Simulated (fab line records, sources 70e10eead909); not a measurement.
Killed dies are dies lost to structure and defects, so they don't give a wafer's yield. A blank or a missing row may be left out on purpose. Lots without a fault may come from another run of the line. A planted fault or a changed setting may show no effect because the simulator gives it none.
Which tool did it? | flow nand_harc | 24 lots, 72 wafers sampled, at 6 steps of a route of 1302

WHAT THE GAUGES READ, wafer by wafer
The record holds no reading of a measuring or inspecting step that can be judged against a usual standard deviation.

WHICH TOOL RAN EACH LOT (tool, then ch and the chambers of the sampled wafers, then the start)
lot  | NHARC_A_STAIRCASE_DESCUM_11        | NHARC_A_STAIRCASE_TRIM_193                    | NHARC_A_STAIRCASE_ETCH_199                    | NHARC_A_STAIRCASE_TRIM_200                    | NHARC_A_STAIRCASE_STRIP_205          | NHARC_A_STAIRCASE_ETCH_227
L074 | rie_diel-07 ch 1,2,3, day 15 17:53 | rie_diel-07 ch 0,2,3, day 15 23:56 or earlier | rie_diel-01 ch 1,3, day 15 23:56 or earlier   | rie_diel-01 ch 0,1,3, day 15 23:56 or earlier | plasma_asher-02 ch 0,1, day 15 23:56 | rie_diel-01 ch 0,2,3, no start
L075 | rie_diel-01 ch 0,1,3, day 16 12:47 | rie_diel-01 ch 0,1, day 16 18:44 or earlier   | rie_diel-07 ch 0,2, day 16 18:44 or earlier   | rie_diel-07 ch 1,2,3, day 16 18:44 or earlier | plasma_asher-01 ch 0,1, day 16 18:44 | rie_diel-01 ch 1,2,3, no start
L077 | rie_diel-04 ch 0,1, day 16 13:04   | rie_diel-04 ch 0,1,3, day 16 18:55 or earlier | rie_diel-01 ch 0,1,2, day 16 18:55 or earlier | rie_diel-01 ch 0,1,3, day 16 18:55 or earlier | plasma_asher-02 ch 0,1, day 16 18:55 | rie_diel-04 ch 0,3, no start
L076 | rie_diel-04 ch 0,2,3, day 16 18:37 | rie_diel-07 ch 0,2,3, day 17 00:33 or earlier | rie_diel-04 ch 1,2,3, day 17 00:33 or earlier | rie_diel-04 ch 0,2,3, day 17 00:33 or earlier | plasma_asher-02 ch 0,1, day 17 00:33 | rie_diel-07 ch 0,2,3, no start
L079 | rie_diel-07 ch 1,3, day 17 10:13   | rie_diel-01 ch 0,1,3, day 17 16:32 or earlier | rie_diel-07 ch 0,1,2, day 17 16:32 or earlier | rie_diel-07 ch 1,2,3, day 17 16:32 or earlier | plasma_asher-02 ch 0,1, day 17 16:32 | rie_diel-07 ch 0,3, no start
L078 | rie_diel-04 ch 1,2, day 17 10:22   | rie_diel-07 ch 1,2, day 17 21:07 or earlier   | rie_diel-07 ch 1,3, day 17 21:07 or earlier   | rie_diel-07 ch 0,1,3, day 17 21:07 or earlier | plasma_asher-01 ch 0,1, day 17 21:07 | rie_diel-04 ch 0,1,3, no start
L080 | rie_diel-04 ch 1,2,3, day 17 22:19 | rie_diel-07 ch 1,3, day 18 05:28 or earlier   | rie_diel-07 ch 1,3, day 18 05:28 or earlier   | rie_diel-07 ch 1,2, day 18 05:28 or earlier   | plasma_asher-01 ch 0,1, day 18 05:28 | rie_diel-07 ch 1,3, no start
L081 | rie_diel-01 ch 0,1,2, day 18 05:47 | rie_diel-01 ch 1,2,3, day 18 12:40 or earlier | rie_diel-07 ch 2,3, day 18 12:40 or earlier   | rie_diel-07 ch 0,1, day 18 12:40 or earlier   | plasma_asher-02 ch 0, day 18 12:40   | rie_diel-07 ch 2,3, no start
L083 | rie_diel-07 ch 0,2,3, day 19 18:43 | rie_diel-04 ch 1,3, day 20 00:37 or earlier   | rie_diel-04 ch 0,1,3, day 20 00:37 or earlier | rie_diel-04 ch 0,1,3, day 20 00:37 or earlier | plasma_asher-02 ch 1, day 20 00:37   | rie_diel-07 ch 0,1,2, no start
L082 | rie_diel-04 ch 0,2, day 20 01:52   | rie_diel-01 ch 1,2,3, day 20 07:55 or earlier | rie_diel-01 ch 0,1,2, day 20 07:55 or earlier | rie_diel-01 ch 0,2, day 20 07:55 or earlier   | plasma_asher-02 ch 1, day 20 07:55   | rie_diel-01 ch 0,2, no start
L085 | rie_diel-04 ch 0,1,2, day 20 08:09 | rie_diel-07 ch 0,2,3, day 20 14:50 or earlier | rie_diel-04 ch 0,2,3, day 20 14:50 or earlier | rie_diel-04 ch 1,2,3, day 20 14:50 or earlier | plasma_asher-02 ch 0,1, day 20 14:50 | rie_diel-04 ch 0,1,3, no start
L084 | rie_diel-01 ch 0,1,3, day 20 08:31 | rie_diel-01 ch 0,1,3, day 20 14:21 or earlier | rie_diel-01 ch 0,1,2, day 20 14:21 or earlier | rie_diel-01 ch 0,1,3, day 20 14:21 or earlier | plasma_asher-01 ch 0,1, day 20 14:21 | rie_diel-01 ch 1,2,3, no start
L088 | rie_diel-01 ch 2,3, day 21 08:14   | rie_diel-01 ch 1,2,3, day 21 14:58 or earlier | rie_diel-07 ch 0,1, day 21 14:58 or earlier   | rie_diel-07 ch 0,1, day 21 14:58 or earlier   | plasma_asher-02 ch 0,1, day 21 14:58 | rie_diel-07 ch 2,3, no start
L086 | rie_diel-07 ch 0,2, day 21 08:46   | rie_diel-01 ch 2,3, day 21 15:17 or earlier   | rie_diel-04 ch 2,3, day 21 15:17 or earlier   | rie_diel-04 ch 0,2, day 21 15:17 or earlier   | plasma_asher-02 ch 0,1, day 21 15:17 | rie_diel-01 ch 0,2,3, no start
L089 | rie_diel-01 ch 0,1,3, day 21 22:36 | rie_diel-04 ch 1,2,3, day 22 04:33 or earlier | rie_diel-07 ch 2,3, day 22 04:33 or earlier   | rie_diel-07 ch 1,2, day 22 04:33 or earlier   | plasma_asher-01 ch 0,1, day 22 04:33 | rie_diel-04 ch 0,1,2, no start
L087 | rie_diel-01 ch 0,1,3, day 22 11:08 | rie_diel-04 ch 0,1,3, day 22 17:35 or earlier | rie_diel-07 ch 0,2,3, day 22 17:35 or earlier | rie_diel-07 ch 0,2,3, day 22 17:35 or earlier | plasma_asher-02 ch 0,1, day 22 17:35 | rie_diel-01 ch 0,2,3, no start
L090 | rie_diel-04 ch 1,2,3, day 22 16:44 | rie_diel-04 ch 1,2,3, day 23 00:11 or earlier | rie_diel-01 ch 0,3, day 23 00:11 or earlier   | rie_diel-01 ch 0,2,3, day 23 00:11 or earlier | plasma_asher-02 ch 0,1, day 23 00:11 | rie_diel-01 ch 0,1,2, no start
L091 | rie_diel-07 ch 0,1,2, day 22 17:05 | rie_diel-07 ch 2,3, day 22 23:51 or earlier   | rie_diel-07 ch 0,1,3, day 22 23:51 or earlier | rie_diel-07 ch 0,2,3, day 22 23:51 or earlier | plasma_asher-02 ch 0,1, day 22 23:51 | rie_diel-04 ch 2,3, no start
L092 | rie_diel-07 ch 1,2,3, day 23 15:16 | rie_diel-04 ch 0,3, day 23 22:24 or earlier   | rie_diel-01 ch 0,1,2, day 23 22:24 or earlier | rie_diel-01 ch 0,3, day 23 22:24 or earlier   | plasma_asher-01 ch 0,1, day 23 22:24 | rie_diel-01 ch 0,1,3, no start
L094 | rie_diel-07 ch 0,2,3, day 24 17:14 | rie_diel-04 ch 0,2,3, day 24 23:26 or earlier | rie_diel-04 ch 0,2,3, day 24 23:26 or earlier | rie_diel-04 ch 0,2,3, day 24 23:26 or earlier | plasma_asher-01 ch 0,1, day 24 23:26 | rie_diel-07 ch 0,2,3, no start
L096 | rie_diel-01 ch 0,3, day 24 17:34   | rie_diel-07 ch 0,1,3, day 24 23:44 or earlier | rie_diel-04 ch 0,1, day 24 23:44 or earlier   | rie_diel-04 ch 1,2,3, day 24 23:44 or earlier | plasma_asher-01 ch 0, day 24 23:44   | rie_diel-04 ch 0,1, no start
L093 | rie_diel-07 ch 0,1,2, day 24 17:53 | rie_diel-01 ch 0,1,3, day 25 02:56 or earlier | rie_diel-01 ch 0,1,2, day 25 02:56 or earlier | rie_diel-01 ch 0,1,3, day 25 02:56 or earlier | plasma_asher-01 ch 0,1, day 25 02:56 | rie_diel-01 ch 0,1,2, no start
L095 | rie_diel-01 ch 0,1, day 24 21:35   | rie_diel-07 ch 0,2,3, day 25 06:47 or earlier | rie_diel-07 ch 1,3, day 25 06:47 or earlier   | rie_diel-07 ch 0,2, day 25 06:47 or earlier   | plasma_asher-02 ch 0,1, day 25 06:47 | rie_diel-07 ch 1,2,3, no start
L097 | rie_diel-04 ch 1,2,3, day 25 05:45 | rie_diel-04 ch 0,1,3, day 25 12:38 or earlier | rie_diel-07 ch 2,3, day 25 12:38 or earlier   | rie_diel-07 ch 0,3, day 25 12:38 or earlier   | plasma_asher-01 ch 0,1, day 25 12:38 | rie_diel-07 ch 0,1, no start
- NHARC_A_STAIRCASE_DESCUM_11: chemistry O2, time 3 s.
- NHARC_A_STAIRCASE_TRIM_193: chemistry O2, time 211.2 s.
- NHARC_A_STAIRCASE_ETCH_199: etches the open film in C4F8/O2, target depth 100 nm, time 40.5 s.
- NHARC_A_STAIRCASE_TRIM_200: chemistry O2, time 211.2 s.
- NHARC_A_STAIRCASE_STRIP_205: strips in O2.
- NHARC_A_STAIRCASE_ETCH_227: etches the open film in C4F8/O2, target depth 100 nm, time 40.5 s.

WHAT THE TOOLS THEMSELVES READ (means of the sampled wafers that have a number; where no wafer has one, the mark that the record gives instead)
NHARC_A_STAIRCASE_DESCUM_11.
lot  | tool        | drypump_motor_current_A (A) | oes_product_au (a.u.) | rf_vpp_V (V) | showerhead_plenum_p_Torr (Torr) | throttle_valve_pct (%)
L074 | rie_diel-07 | 5.9                         | 1.005                 | 58.3         | 1.94                            | 11.313
L075 | rie_diel-01 | 5.3                         | 1.007                 | 58.7         | 1.88                            | 11.309
L077 | rie_diel-04 | 5.6                         | 1.001                 | 58.1         | 1.88                            | 11.309
L076 | rie_diel-04 | 5.7                         | 1.004                 | 58.5         | 1.83                            | 11.311
L079 | rie_diel-07 | 5.5                         | 1.001                 | 58.0         | 1.94                            | 11.311
L078 | rie_diel-04 | 5.6                         | 0.992                 | 57.4         | 1.88                            | 11.309
L080 | rie_diel-04 | 5.7                         | 1.001                 | 58.1         | 1.85                            | 11.314
L081 | rie_diel-01 | 5.3                         | 0.999                 | 57.0         | 1.95                            | 11.306
L083 | rie_diel-07 | 6.1                         | 1.005                 | 57.7         | 1.91                            | 11.316
L082 | rie_diel-04 | 5.4                         | 1.013                 | 58.2         | 1.85                            | 11.303
L085 | rie_diel-04 | 5.5                         | 1.003                 | 58.5         | 1.86                            | 11.305
L084 | rie_diel-01 | 5.3                         | 1.003                 | 57.6         | 1.97                            | 11.315
L088 | rie_diel-01 | 5.1                         | 0.998                 | 58.5         | 1.96                            | 11.306
L086 | rie_diel-07 | 6.5                         | 1.020                 | 58.5         | 1.91                            | 11.311
L089 | rie_diel-01 | 5.3                         | 0.999                 | 58.3         | 1.96                            | 11.306
L087 | rie_diel-01 | 5.3                         | 1.005                 | 58.0         | 1.96                            | 11.303
L090 | rie_diel-04 | 5.7                         | 0.993                 | 57.9         | 1.84                            | 11.310
L091 | rie_diel-07 | 6.2                         | 1.005                 | 57.8         | 1.90                            | 11.308
L092 | rie_diel-07 | 5.9                         | 1.003                 | 57.5         | 1.92                            | 11.307
L094 | rie_diel-07 | 6.1                         | 1.009                 | 57.3         | 1.90                            | 11.315
L096 | rie_diel-01 | 5.3                         | 1.007                 | 57.7         | 1.93                            | 11.317
L093 | rie_diel-07 | 6.2                         | 1.004                 | 57.7         | 1.89                            | 11.313
L095 | rie_diel-01 | 5.5                         | 1.001                 | 58.6         | 1.91                            | 11.315
L097 | rie_diel-04 | 5.7                         | 0.996                 | 57.5         | 1.83                            | 11.309

NHARC_A_STAIRCASE_TRIM_193.
lot  | tool        | drypump_motor_current_A (A) | oes_product_au (a.u.) | rf_vpp_V (V) | showerhead_plenum_p_Torr (Torr) | throttle_valve_pct (%)
L074 | rie_diel-07 | 6.1                         | 1.000                 | 57.0         | 3.55                            | 17.041
L075 | rie_diel-01 | 5.5                         | 1.003                 | 56.7         | 3.38                            | 17.043
L077 | rie_diel-04 | 5.8                         | 0.995                 | 57.1         | 3.44                            | 17.043
L076 | rie_diel-07 | 6.1                         | 1.005                 | 57.7         | 3.54                            | 17.039
L079 | rie_diel-01 | 5.3                         | 0.999                 | 57.2         | 3.64                            | 17.037
L078 | rie_diel-07 | 6.0                         | 1.007                 | 57.7         | 3.55                            | 17.029
L080 | rie_diel-07 | 5.5                         | 1.005                 | 57.5         | 3.57                            | 17.035
L081 | rie_diel-01 | 5.1                         | 1.000                 | 57.8         | 3.67                            | 17.036
L083 | rie_diel-04 | 5.9                         | 0.992                 | 56.9         | 3.45                            | 17.043
L082 | rie_diel-01 | 5.1                         | 0.995                 | 57.5         | 3.67                            | 17.041
L085 | rie_diel-07 | 6.1                         | 1.008                 | 57.0         | 3.53                            | 17.042
L084 | rie_diel-01 | 5.3                         | 0.991                 | 58.5         | 3.62                            | 17.040
L088 | rie_diel-01 | 5.1                         | 0.996                 | 58.0         | 3.66                            | 17.037
L086 | rie_diel-01 | 5.1                         | 1.000                 | 57.6         | 3.61                            | 17.042
L089 | rie_diel-04 | 5.7                         | 1.010                 | 56.6         | 3.40                            | 17.042
L087 | rie_diel-04 | 5.8                         | 1.003                 | 56.8         | 3.41                            | 17.033
L090 | rie_diel-04 | 5.7                         | 0.999                 | 57.4         | 3.39                            | 17.028
L091 | rie_diel-07 | 5.8                         | 1.004                 | 58.5         | 3.57                            | 17.039
L092 | rie_diel-04 | 5.7                         | 1.002                 | 56.7         | 3.38                            | 17.045
L094 | rie_diel-04 | 5.7                         | 0.998                 | 56.5         | 3.36                            | 17.033
L096 | rie_diel-07 | 5.8                         | 1.002                 | 58.4         | 3.49                            | 17.038
L093 | rie_diel-01 | 5.3                         | 0.996                 | 58.2         | 3.60                            | 17.036
L095 | rie_diel-07 | 6.1                         | 0.999                 | 58.7         | 3.51                            | 17.038
L097 | rie_diel-04 | 5.8                         | 1.006                 | 57.3         | 3.41                            | 17.043

NHARC_A_STAIRCASE_ETCH_199.
lot  | tool        | oes_product_au (a.u.) | rf_vpp_V (V)
L074 | rie_diel-01 | 0.951                 | 897
L075 | rie_diel-07 | 0.950                 | 894
L077 | rie_diel-01 | 0.967                 | 892
L076 | rie_diel-04 | 0.958                 | 892
L079 | rie_diel-07 | 0.949                 | 895
L078 | rie_diel-07 | 0.942                 | 898
L080 | rie_diel-07 | 0.936                 | 897
L081 | rie_diel-07 | 0.976                 | 898
L083 | rie_diel-04 | 0.953                 | 892
L082 | rie_diel-01 | 0.940                 | 899
L085 | rie_diel-04 | 0.954                 | 890
L084 | rie_diel-01 | 0.941                 | 898
L088 | rie_diel-07 | 0.956                 | 894
L086 | rie_diel-04 | 0.961                 | 889
L089 | rie_diel-07 | 0.953                 | 897
L087 | rie_diel-07 | 0.958                 | 896
L090 | rie_diel-01 | 0.953                 | 895
L091 | rie_diel-07 | 0.952                 | 895
L092 | rie_diel-01 | 0.955                 | 897
L094 | rie_diel-04 | 0.943                 | 889
L096 | rie_diel-04 | 0.950                 | 892
L093 | rie_diel-01 | 0.941                 | 898
L095 | rie_diel-07 | 0.949                 | 896
L097 | rie_diel-07 | 0.954                 | 898

NHARC_A_STAIRCASE_TRIM_200.
lot  | tool        | drypump_motor_current_A (A) | oes_product_au (a.u.) | rf_vpp_V (V) | showerhead_plenum_p_Torr (Torr) | throttle_valve_pct (%)
L074 | rie_diel-01 | 5.3                         | 1.005                 | 57.3         | 3.46                            | 17.047
L075 | rie_diel-07 | 5.9                         | 1.001                 | 58.3         | 3.57                            | 17.031
L077 | rie_diel-01 | 5.3                         | 1.009                 | 57.5         | 3.46                            | 17.040
L076 | rie_diel-04 | 5.7                         | 1.000                 | 57.5         | 3.39                            | 17.048
L079 | rie_diel-07 | 5.9                         | 1.002                 | 58.4         | 3.57                            | 17.031
L078 | rie_diel-07 | 5.8                         | 1.008                 | 57.4         | 3.52                            | 17.038
L080 | rie_diel-07 | 6.0                         | 1.011                 | 58.4         | 3.55                            | 17.039
L081 | rie_diel-07 | 6.1                         | 0.998                 | 57.2         | 3.47                            | 17.029
L083 | rie_diel-04 | 5.8                         | 1.001                 | 57.7         | 3.42                            | 17.033
L082 | rie_diel-01 | 5.3                         | 0.994                 | 58.0         | 3.50                            | 17.032
L085 | rie_diel-04 | 5.7                         | 1.008                 | 57.3         | 3.40                            | 17.044
L084 | rie_diel-01 | 5.3                         | 0.996                 | 58.0         | 3.62                            | 17.032
L088 | rie_diel-07 | 6.1                         | 1.002                 | 57.6         | 3.46                            | 17.036
L086 | rie_diel-04 | 5.4                         | 0.997                 | 57.1         | 3.41                            | 17.042
L089 | rie_diel-07 | 6.3                         | 1.006                 | 58.2         | 3.55                            | 17.027
L087 | rie_diel-07 | 6.1                         | 1.008                 | 58.2         | 3.52                            | 17.033
L090 | rie_diel-01 | 5.3                         | 0.995                 | 58.2         | 3.52                            | 17.033
L091 | rie_diel-07 | 6.1                         | 0.997                 | 59.0         | 3.52                            | 17.033
L092 | rie_diel-01 | 5.5                         | 0.990                 | 56.8         | 3.48                            | 17.033
L094 | rie_diel-04 | 5.7                         | 1.008                 | 57.9         | 3.36                            | 17.030
L096 | rie_diel-04 | 5.7                         | 0.998                 | 57.4         | 3.39                            | 17.027
L093 | rie_diel-01 | 5.3                         | 0.995                 | 58.0         | 3.60                            | 17.036
L095 | rie_diel-07 | 6.4                         | 1.000                 | 57.2         | 3.46                            | 17.032
L097 | rie_diel-07 | 5.7                         | 1.002                 | 57.4         | 3.50                            | 17.025

NHARC_A_STAIRCASE_STRIP_205.
lot  | tool            | drypump_motor_current_A (A) | heater_power_w (W) | temp_c (C)
L074 | plasma_asher-02 | 5.70                        | 389                | 249.83
L075 | plasma_asher-01 | 5.47                        | 328                | 249.95
L077 | plasma_asher-02 | 5.70                        | 393                | 249.97
L076 | plasma_asher-02 | 5.73                        | 388                | 250.14
L079 | plasma_asher-02 | 5.70                        | 393                | 250.25
L078 | plasma_asher-01 | 5.46                        | 325                | 250.05
L080 | plasma_asher-01 | 5.48                        | 326                | 249.86
L081 | plasma_asher-02 | 5.78                        | 372                | 250.09
L083 | plasma_asher-02 | 5.63                        | 402                | 250.24
L082 | plasma_asher-02 | 5.67                        | 410                | 250.06
L085 | plasma_asher-02 | 5.68                        | 386                | 250.07
L084 | plasma_asher-01 | 5.51                        | 324                | 250.03
L088 | plasma_asher-02 | 5.69                        | 397                | 249.84
L086 | plasma_asher-02 | 5.70                        | 394                | 249.83
L089 | plasma_asher-01 | 5.47                        | 327                | 249.94
L087 | plasma_asher-02 | 5.68                        | 396                | 249.89
L090 | plasma_asher-02 | 5.72                        | 387                | 249.86
L091 | plasma_asher-02 | 5.69                        | 402                | 250.10
L092 | plasma_asher-01 | 5.47                        | 326                | 250.25
L094 | plasma_asher-01 | 5.47                        | 322                | 250.00
L096 | plasma_asher-01 | 5.42                        | 314                | 250.14
L093 | plasma_asher-01 | 5.53                        | 328                | 249.88
L095 | plasma_asher-02 | 5.74                        | 382                | 250.10
L097 | plasma_asher-01 | 5.47                        | 322                | 249.96

NHARC_A_STAIRCASE_ETCH_227.
lot  | tool        | oes_product_au (a.u.) | rf_vpp_V (V)
L074 | rie_diel-01 | 0.934                 | 897
L075 | rie_diel-01 | 0.941                 | 895
L077 | rie_diel-04 | 0.944                 | 892
L076 | rie_diel-07 | 0.950                 | 896
L079 | rie_diel-07 | 0.939                 | 895
L078 | rie_diel-04 | 0.946                 | 892
L080 | rie_diel-07 | 0.949                 | 896
L081 | rie_diel-07 | 0.959                 | 898
L083 | rie_diel-07 | 0.951                 | 896
L082 | rie_diel-01 | 0.936                 | 893
L085 | rie_diel-04 | 0.952                 | 893
L084 | rie_diel-01 | 0.942                 | 901
L088 | rie_diel-07 | 0.952                 | 897
L086 | rie_diel-01 | 0.937                 | 895
L089 | rie_diel-04 | 0.954                 | 892
L087 | rie_diel-01 | 0.934                 | 896
L090 | rie_diel-01 | 0.946                 | 897
L091 | rie_diel-04 | 0.950                 | 890
L092 | rie_diel-01 | 0.939                 | 899
L094 | rie_diel-07 | 0.945                 | 894
L096 | rie_diel-04 | 0.950                 | 894
L093 | rie_diel-01 | 0.945                 | 898
L095 | rie_diel-07 | 0.951                 | 896
L097 | rie_diel-07 | 0.953                 | 894

THE ANSWER, worked out from the rows above alone
Rule: what is usual is taken from the lots themselves. Put in order of their means at a reading, lots are off if they are a third of the lots or fewer, leave a main group of 4 or more, and stand apart from it by a gap of 3 or more times the standard deviation of the main group's means; of several such gaps the widest counts. A main group whose means are all the same, to the digits that the tables above print for the reading, isn't used. A lot without any number at a reading at which 4 lots or more have one is off too. The other lots that the step has rows for count as sound. The gauges are gone through in route order, then the tools' own readings, and for those a lot's mean is taken as printed above. The first step at which some lot is off is used, and at that step the reading that is off furthest; a lot without a number counts as furthest.
No lot is off at any reading shown: from this, nothing can be told.

WHAT THE SIMULATOR HAD PUT IN
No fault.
